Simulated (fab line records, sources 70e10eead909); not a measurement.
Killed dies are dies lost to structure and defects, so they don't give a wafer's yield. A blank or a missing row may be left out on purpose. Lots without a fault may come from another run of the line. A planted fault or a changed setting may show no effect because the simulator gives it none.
fab line records | flow nand_harc
record lots=6 wafers=18 last_day=33
route steps=1302 shown P_M2@328 END@1302
lots that met no fault: from a run of the same line without faults
start_h: hours from the record's first day to the start of the lot's first wafer shown | wait_h: hours since the lot's step before | " the same as in the row above | L1.1+2: a row that stands for several wafers | - no value, or no start given | * or withheld: withheld | < > ~ a bound
route shown NAME@n: a module of which the file shows steps, and the number in the route of the first | usual: mean/standard deviation of fault-free wafers | same: alike in all rows | chamber/n: place in a boat | sites: the reading at each site | _std_site: their standard deviation | _edge_site: outer sites' mean less inner sites' | radius_mm: how far each site lies from the wafer's centre | mask NAME#n: copy n | behind: the tool/chamber that last shaped the wafer | hold: why the lot was held/for how many hours/how that ended | device: the transistor (n, p or np) that didn't switch | end of line: the same wafers' tests at the end of the route | a step without rows: its recipe alone | killed: dies lost to structure and defects at the first sort, not the wafer's yield | map: a wafer's dies, x killed, . not, _ none there
set.NAME: the setting as run; set.NAME@STEP: as run at that earlier step | model.NAME: the simulator's own value behind a step, which no gauge read
lots at some steps of the route; a table a step, a row a wafer
services: from which hour (start_h, from the record's first day; less than 0 if before it) a tool's chamber was out of use, for how many hours, and why
## steps
# step NHARC_P_M2_CD_MEAS_09
# recipe target_cd_nm=170 landing_energy_ev=500
# usual cd_nm=169.8/0.7
# columns lot.wafer tool chamber start_h wait_h cd_nm
L887.3 cd_sem-01 0 144.33 - 168.8
L887.4 " 0 " " 168.9
L887.6 " 0 " " 169.6
L889.2 cd_sem-02 0 162.38 - 169.8
L889.3 " 0 " " 170.4
L889.6 " 0 " " 170.2
L893.2 cd_sem-01 0 204.76 - 170.5
L893.3 " 0 " " 170.3
L893.6 " 0 " " 170.1
L894.4 cd_sem-02 0 208.48 - 169.9
L894.5 " 0 " " 169.4
L894.6 " 0 " " 169.4
L909.3 cd_sem-02 0 352.69 - 170.2
L909.4 " 0 " " 170.6
L909.5 " 0 " " 171.0
L908.3 cd_sem-02 0 353.20 - 170.0
L908.4 " 0 " " 169.8
L908.6 " 0 " " 169.2
# step NHARC_P_M2_OVL_MEAS_10
# recipe pitch_nm=340
# usual overlay_x_nm=-0.1/0.87 overlay_y_nm=0.0/0.99
# columns lot.wafer tool chamber start_h wait_h overlay_x_nm overlay_y_nm
L887.3 overlay-02 - 144.42 - 0.6 0.1
L887.4 " - " " 0.0 0.8
L887.6 " - " " -0.1 0.0
L889.2 overlay-01 - 162.46 - -0.8 -0.4
L889.3 " - " " -0.6 -0.3
L889.6 " - " " -0.3 -0.2
L893.2 overlay-02 - 204.84 - -1.8 -1.0
L893.3 " - " " -1.4 -1.0
L893.6 " - " " -1.3 -0.5
L894.4 overlay-01 - 208.56 - 0.4 1.4
L894.5 " - " " 0.7 1.3
L894.6 " - " " 0.9 1.5
L909.3 overlay-02 - 352.77 - 0.7 0.1
L909.4 " - " " 1.0 -0.6
L909.5 " - " " 0.7 -0.6
L908.3 overlay-01 - 353.29 - -1.0 1.0
L908.4 " - " " -0.9 1.1
L908.6 " - " " -0.7 0.8
# step NHARC_P_M2_INSPECT_11
# usual raw_defect_count=4.2/2.9
# columns lot.wafer tool chamber start_h wait_h raw_defect_count
L887.3 defect_inspect-01 - 144.46 0.0 8
L887.4 " - " " 3
L887.6 " - " " 7
L889.2 defect_inspect-02 - 162.50 0.0 4
L889.3 " - " " 4
L889.6 " - " " 13
L893.2 defect_inspect-02 - 204.88 0.0 1
L893.3 " - " " 5
L893.6 " - " " 3
L894.4 defect_inspect-01 - 208.60 0.0 3
L894.5 " - " " 4
L894.6 " - " " 7
L909.3 defect_inspect-02 - 352.81 0.0 3
L909.4 " - " " 6
L909.5 " - " " 6
L908.3 defect_inspect-02 - 353.32 0.0 4
L908.4 " - " " 2
L908.6 " - " " 5
# step NHARC_P_M2_DESCUM_14
# recipe time_s=3 o2_flow_sccm=200 ar_flow_sccm=0 bias_power_w=0 chemistry=O2
# step NHARC_P_M2_ETCH_35
# recipe target_depth_a=400 overetch_a=120 time_s=43.94 ion_energy_ev=200 n2_flow_sccm=150 h2_flow_sccm=150 ar_flow_sccm=0 rf_w=400 bias_w=150 chemistry=N2/H2
# usual drypump_motor_current_A=5.7/0.4 oes_product_au=0.997/0.0095 rf_vpp_V=431.1/2.5 showerhead_plenum_p_Torr=2.06/0.081 throttle_valve_pct=14.171/0.0094
# columns lot.wafer tool chamber start_h wait_h drypump_motor_current_A oes_product_au rf_hours_counter_h rf_vpp_V showerhead_plenum_p_Torr throttle_valve_pct
L887.4 rie_diel-03 2 144.60 0.1 6.3 0.999 2.1 432.1 2.07 14.165
L887.3 " 3 " " 5.3 0.989 1.8 431.1 2.07 14.189
L887.6 " 2 " " 6.3 1.012 - 431.8 2.07 14.152
L889.3 rie_diel-03 3 162.65 0.1 5.3 1.007 4.0 431.1 2.07 14.178
L889.2 " 0 " " 5.2 0.984 3.7 434.5 2.15 14.187
L889.6 " 2 " " 6.3 1.000 - 431.4 2.07 14.180
L893.3 rie_diel-11 1 205.02 0.1 5.6 0.997 5.3 433.2 2.16 14.170
L893.2 " 2 " " 5.3 0.999 5.3 429.4 1.99 14.184
L893.6 " 2 " " 5.3 1.005 - 428.6 1.99 14.176
L894.4 rie_diel-11 1 208.75 0.1 5.6 0.999 5.6 433.3 2.16 14.158
L894.5 " 0 " " 5.6 1.000 - 431.1 2.00 14.182
L894.6 " 1 " " 5.5 0.985 - 433.5 2.16 14.161
L909.4 rie_diel-03 3 352.95 0.1 5.3 1.005 2.9 431.2 2.07 14.169
L909.3 " 1 " " 6.1 0.992 2.6 427.0 1.94 14.174
L909.5 " 0 " " 5.2 0.999 - 434.8 2.15 14.178
L908.4 rie_diel-11 2 353.47 0.1 5.3 0.998 4.9 427.9 1.99 14.177
L908.3 " 3 " " 6.0 0.986 4.9 427.3 1.92 14.156
L908.6 " 1 " " 5.5 1.014 - 433.6 2.16 14.177
# step NHARC_P_M2_ETCH_15
# recipe target_depth_a=1825 time_s=91.2 c4f8_flow_sccm=withheld ar_flow_sccm=400 rf_w=600 bias_w=300 chemistry=C4F8/Ar
# usual oes_product_au=0.935/0.024 rf_vpp_V=441.4/2.5
# columns lot.wafer tool chamber start_h wait_h oes_product_au rf_hours_counter_h rf_vpp_V
L887.3 rie_diel-03 3 - - 0.926 1.9 441.7
L887.4 " 0 " " 0.914 1.9 445.1
L887.6 " 3 " " 0.914 - 443.7
L889.3 rie_diel-03 0 - - 0.917 3.7 444.1
L889.2 " 2 " " 0.927 3.8 442.9
L889.6 " 0 " " 0.918 - 444.8
L893.2 rie_diel-11 0 - - 0.937 4.5 440.6
L893.3 " 1 " " 0.925 5.3 444.2
L893.6 " 0 " " 0.931 - 438.6
L894.4 rie_diel-11 0 - - 0.983 4.8 437.9
L894.5 " 2 " " 0.957 - 440.6
L894.6 " 3 " " 0.971 - 437.8
L909.4 rie_diel-03 1 - - 0.924 2.6 437.5
L909.3 " 2 " " 0.913 2.8 443.3
L909.5 " 0 " " 0.923 - 444.8
L908.3 rie_diel-11 1 - - 0.994 4.9 443.8
L908.4 " 2 " " 0.957 4.9 439.9
L908.6 " 0 " " 0.980 - 439.6
# step NHARC_P_M2_CD_MEAS_16
# usual cd_nm=169.9/0.86
# columns lot.wafer tool chamber start_h wait_h cd_nm
L887.3 cd_sem-01 - 144.83 - 168.2
L887.4 " - " " 169.2
L887.6 " - " " 169.1
L889.2 cd_sem-03 - 162.86 - 169.2
L889.3 " - " " 169.8
L889.6 " - " " 169.8
L893.2 cd_sem-02 - 205.24 - 170.8
L893.3 " - " " 170.3
L893.6 " - " " 170.5
L894.4 cd_sem-02 - 208.97 - 170.3
L894.5 " - " " 170.9
L894.6 " - " " 170.4
L909.3 cd_sem-03 - 353.18 - 169.2
L909.4 " - " " 171.0
L909.5 " - " " 169.9
L908.3 cd_sem-02 - 353.69 - 170.2
L908.4 " - " " 170.4
L908.6 " - " " 170.5
# step NHARC_P_M2_STRIP_18
# recipe power_w=1000 n2_flow_sccm=150 h2_flow_sccm=150 ar_flow_sccm=0 bias_w=0 chemistry=N2/H2
# usual drypump_motor_current_A=5.7/0.37 oes_product_au=0.997/0.0097 rf_vpp_V=90.9/0.95 showerhead_plenum_p_Torr=2.07/0.083 throttle_valve_pct=14.171/0.0089
# columns lot.wafer tool chamber start_h wait_h drypump_motor_current_A oes_product_au rf_hours_counter_h rf_vpp_V showerhead_plenum_p_Torr throttle_valve_pct
L887.4 rie_diel-05 1 144.92 0.1 5.5 0.985 3.6 91.2 2.13 14.176
L887.3 " 2 " " 5.6 1.000 3.2 88.8 1.97 14.171
L887.6 " 0 " " 5.3 0.987 - 91.0 2.18 14.179
L889.2 rie_diel-03 2 162.96 0.1 6.3 1.001 3.8 91.4 2.07 14.169
L889.3 " 0 " " 5.2 0.988 3.8 91.7 2.15 14.166
L889.6 " 2 " " 6.3 0.990 - 89.9 2.07 14.177
L893.2 rie_diel-05 1 205.32 0.1 5.5 0.993 7.5 92.3 2.13 14.165
L893.3 " 3 " " 6.2 1.010 8.1 89.8 2.11 14.180
L893.6 " 2 " " 5.6 1.004 - 91.1 1.97 14.161
L894.4 rie_diel-05 2 209.06 0.1 5.6 1.005 7.5 89.2 1.97 14.168
L894.6 " 1 " " 5.4 0.993 - 90.5 2.13 14.160
L894.5 " 2 " " 5.6 1.011 - 91.0 1.97 14.175
L909.3 rie_diel-05 1 353.28 0.1 5.4 0.980 6.7 90.3 2.12 14.177
L909.4 " 3 " " 6.2 0.977 - 90.2 2.11 14.175
L909.5 " 1 " " 5.4 0.987 - 91.3 2.12 14.152
L908.4 rie_diel-11 2 353.80 0.1 5.3 1.008 5.0 91.0 1.99 14.177
L908.3 " 0 " " 5.6 1.006 4.9 90.5 2.00 14.176
L908.6 " 1 " " 5.6 1.016 - 92.1 2.16 14.172
# step NHARC_P_M2_ETCH_28
# recipe target_depth_a=300 over_etch_frac=0.3 time_s=72.99 ion_energy_ev=150 cf4_flow_sccm=50 n2_flow_sccm=100 ar_flow_sccm=150 rf_w=300 bias_w=100 chemistry=CF4/N2
# step NHARC_P_M2_STRIP_19
# recipe time_s=600 temp_c=30 chemistry=post_etch_residue_remover
# step NHARC_P_M2_DEGAS_29
# recipe temp_c=250 time_s=60
# step NHARC_P_M2_PRE_CLEAN_30
# recipe time_s=30 temp_c=280 gas=H2/He
# usual heater_power_w=407/45
# columns lot.wafer tool chamber start_h wait_h heater_power_w
L887.3 pvd_sputter-03 - - - 508
L887.4 " - " " 478
L887.6 " - " " 502
L889.3 pvd_sputter-02 - - - 419
L889.2 " - " " 350
L889.6 " - " " 421
L893.3 pvd_sputter-01 - - - 472
L893.2 " - " " 431
L893.6 " - " " 358
L894.4 pvd_sputter-01 - - - 394
L894.5 " - " " 364
L894.6 " - " " 470
L909.3 pvd_sputter-02 - - - 410
L909.4 " - " " 397
L909.5 " - " " 403
L908.3 pvd_sputter-02 - - - 392
L908.4 " - " " 360
L908.6 " - " " 393
# step NHARC_P_M2_PVD_20
# recipe target_thk_a=50 bias_v=168.6 power_w=15000 chamber_pressure_pa=0.12 time_s=8.06 substrate_temp_c=50 material=TaN
# usual throttle_valve_pct=29.8/1.1 time_s=8.06/0
# columns lot.wafer tool chamber start_h wait_h throttle_valve_pct time_s
L887.4 pvd_sputter-03 - 145.67 - 30.7 8.06
L887.3 " - " " 29.1 8.06
L887.6 " - " " 30.0 8.06
L889.2 pvd_sputter-02 - 163.70 - 29.2 8.06
L889.3 " - " " 28.4 8.06
L889.6 " - " " 29.1 8.06
L893.3 pvd_sputter-01 - 206.09 - 29.6 8.06
L893.2 " - " " 28.8 8.06
L893.6 " - " " 29.6 8.06
L894.4 pvd_sputter-01 - 209.82 - 29.8 8.06
L894.5 " - " " 28.4 8.06
L894.6 " - " " 31.8 8.06
L909.3 pvd_sputter-02 - 354.08 - 29.9 11.104
L909.4 " - " " 31.9 8.06
L909.5 " - " " 29.2 11.104
L908.4 pvd_sputter-02 - 354.54 - 29.5 8.06
L908.3 " - " " 28.4 11.104
L908.6 " - " " 32.1 8.06
# step NHARC_P_M2_PVD_21
# recipe target_thk_a=300 chamber_pressure_pa=5 power_w=5000 substrate_temp_c=30 time_s=20.49 material=Cu
# usual throttle_valve_pct=29.8/1.1 time_s=20.49/0
# columns lot.wafer tool chamber start_h wait_h throttle_valve_pct time_s
L887.3 pvd_sputter-03 - - - 29.2 20.49
L887.4 " - " " 29.8 20.49
L887.6 " - " " 29.1 20.49
L889.3 pvd_sputter-02 - - - 29.0 20.49
L889.2 " - " " 28.2 20.49
L889.6 " - " " 32.0 20.49
L893.3 pvd_sputter-01 - - - 31.6 20.49
L893.2 " - " " 28.5 20.49
L893.6 " - " " 31.3 20.49
L894.4 pvd_sputter-01 - - - 29.8 20.49
L894.6 " - " " 28.8 20.49
L894.5 " - " " 31.5 20.49
L909.3 pvd_sputter-02 - - - 29.7 20.49
L909.4 " - " " 31.7 20.49
L909.5 " - " " 29.3 20.49
L908.3 pvd_sputter-02 - - - 32.0 20.49
L908.4 " - " " 29.3 20.49
L908.6 " - " " 29.1 20.49
# step NHARC_END_SORT_01
# recipe temp_c=25
# usual defect_limited_yield=91/3.1 killed_at_array=57/20 killed_at_other=1.0/1.5 killed_at_periphery=3.5/2.5 killed_dies=62/21 killed_open=3.5/1.9 killed_short=2.4/1.6
# same gross_dies=677
# columns lot.wafer tool chamber start_h wait_h defect_limited_yield[%] killed_at_array killed_at_other killed_at_periphery killed_dies killed_open killed_short
L887.3 prober-02 0 577.02 3.1 85 96 1 5 102 4 2
L887.4 prober-02 0 577.81 3.4 85 102 0 0 102 3 6
L887.6 prober-02 0 579.40 4.0 85 97 0 4 101 4 2
L889.2 prober-02 0 591.04 2.8 89 70 1 3 74 3 1
L889.3 prober-02 0 591.84 3.1 87 83 1 4 88 4 3
L889.6 prober-02 0 594.25 4.0 87 77 0 8 85 2 3
L893.2 prober-02 0 643.01 2.8 90 61 1 3 65 2 4
L893.3 prober-02 0 643.81 3.1 91 58 1 3 62 4 3
L893.6 prober-02 0 646.23 4.0 91 55 0 5 60 6 7
# killed by level:class
L887.3 A_CHANNEL_HOLE_D1:chamber_film_flake=34 A_CHANNEL_HOLE_D2:chamber_film_flake=24 A_SLIT:chamber_film_flake=20 A_STAIRCASE:chamber_film_flake=5 P_GATE:chamber_film_flake=4 A_CHANNEL_FILL_D2:chamber_film_flake=3 A_WL_FILL:chamber_film_flake=2 P_GATE:geometric_particle:open=1
L887.4 A_CHANNEL_HOLE_D2:chamber_film_flake=37 A_CHANNEL_HOLE_D1:chamber_film_flake=23 A_SLIT:chamber_film_flake=19 A_STAIRCASE:chamber_film_flake=5 A_CONTACT:chamber_film_flake=3 A_ONON_D2:geometric_particle:short=2 A_DECK1_JOINT:chamber_film_flake=2 A_CHANNEL_FILL_D2:chamber_film_flake=2
L887.6 A_CHANNEL_HOLE_D2:chamber_film_flake=27 A_SLIT:chamber_film_flake=27 A_CHANNEL_HOLE_D1:chamber_film_flake=23 A_WL_FILL:chamber_film_flake=5 A_STAIRCASE:chamber_film_flake=4 P_GATE:chamber_film_flake=3 A_CHANNEL_FILL_D2:chamber_film_flake=3 A_CONTACT:chamber_film_flake=2
L889.2 A_CHANNEL_HOLE_D2:chamber_film_flake=32 A_SLIT:chamber_film_flake=24 P_CONTACT:chamber_film_flake=3 A_CONTACT:chamber_film_flake=3 A_CHANNEL_FILL_D2:chamber_film_flake=2 A_CHANNEL_FILL_D1:geometric_particle:short=1 A_CHANNEL_FILL_D1:geometric_particle:open=1 A_DECK1_JOINT:geometric_particle:open=1
L889.3 A_SLIT:chamber_film_flake=32 A_CHANNEL_HOLE_D2:chamber_film_flake=32 A_STAIRCASE:chamber_film_flake=6 P_CONTACT:chamber_film_flake=3 A_CHANNEL_FILL_D2:chamber_film_flake=3 A_CHANNEL_FILL_D1:chamber_film_flake=2 A_CONTACT:chamber_film_flake=2 P_CONTACT:geometric_particle:open=1
L889.6 A_SLIT:chamber_film_flake=31 A_CHANNEL_HOLE_D2:chamber_film_flake=29 P_CONTACT:chamber_film_flake=5 A_DECK1_JOINT:chamber_film_flake=3 A_CHANNEL_FILL_D2:chamber_film_flake=3 A_STAIRCASE:chamber_film_flake=3 A_CHANNEL_FILL_D2:geometric_particle:open=2 A_CONTACT:chamber_film_flake=2
L893.2 A_CHANNEL_HOLE_D1:chamber_film_flake=32 A_CHANNEL_HOLE_D2:chamber_film_flake=16 A_STAIRCASE:chamber_film_flake=5 P_STI:chamber_film_flake=2 A_SLIT:chamber_film_flake=2 P_CONTACT:geometric_particle:short=1 A_CHANNEL_HOLE_D2:geometric_particle:short=1 A_CHANNEL_FILL_D2:geometric_particle:open=1
L893.3 A_CHANNEL_HOLE_D1:chamber_film_flake=28 A_CHANNEL_HOLE_D2:chamber_film_flake=20 A_CONTACT:chamber_film_flake=3 P_CONTACT:geometric_particle:open=2 P_STI:geometric_particle:short=1 A_ONON_D1:geometric_particle:short=1 A_BLC:geometric_particle:open=1 A_BLC:geometric_particle:short=1
L893.6 A_CHANNEL_HOLE_D1:chamber_film_flake=34 A_CHANNEL_HOLE_D2:chamber_film_flake=9 P_M1:geometric_particle:open=2 A_CHANNEL_FILL_D2:geometric_particle:short=2 A_CHANNEL_FILL_D1:chamber_film_flake=2 P_CONTACT:geometric_particle:short=1 P_M0:geometric_particle:short=1 A_CHANNEL_FILL_D1:geometric_particle:open=1
## services
# columns tool chamber start_h hours kind
rie_diel-03 0 137.80 - clean
rie_diel-03 1 137.80 - clean
pvd_sputter-03 - 170.01 10.0 pm
rie_diel-05 2 172.28 2.9 repair
rie_diel-03 0 188.63 15.4 repair
rie_diel-05 2 213.12 16.3 repair
pvd_sputter-01 - 221.51 3.1 repair
rie_diel-03 1 221.70 13.1 repair
pvd_sputter-01 - 226.00 10.0 pm
pvd_sputter-03 - 228.72 1.7 repair
rie_diel-05 - 229.71 9.0 pm
pvd_sputter-03 - 236.47 10.1 repair
rie_diel-11 - 257.47 9.0 pm
rie_diel-05 - 270.64 0.6 repair
rie_diel-03 - 281.30 9.0 pm
pvd_sputter-02 - 282.14 10.0 pm
rie_diel-05 0 288.36 4.4 repair
rie_diel-11 1 305.50 6.5 repair
rie_diel-03 - 306.85 0.7 repair
rie_diel-11 1 323.53 1.5 repair
pvd_sputter-02 - 329.71 5.2 repair
pvd_sputter-01 - 334.26 2.5 repair
pvd_sputter-03 - 348.01 10.0 pm
rie_diel-05 0 349.70 15.0 repair
## key
first_sign step=NHARC_P_M2_PVD_20 reading=time_s direction=up sigmas=99+ usual=* struck=*
effect none on later readings
met_at NHARC_P_M2_PVD_20
struck_wafers L908.3,L909.3,L909.5
onset_between 163.70 354.08
fault kind=process_parameter_drift tool=pvd_sputter-02 chamber=- onset_h=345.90 steps=NHARC_P_M2_PVD_20 channel=time_s offset=* shape=step end_h=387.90 scope=struck_wafers_only acts_in=* stated=*
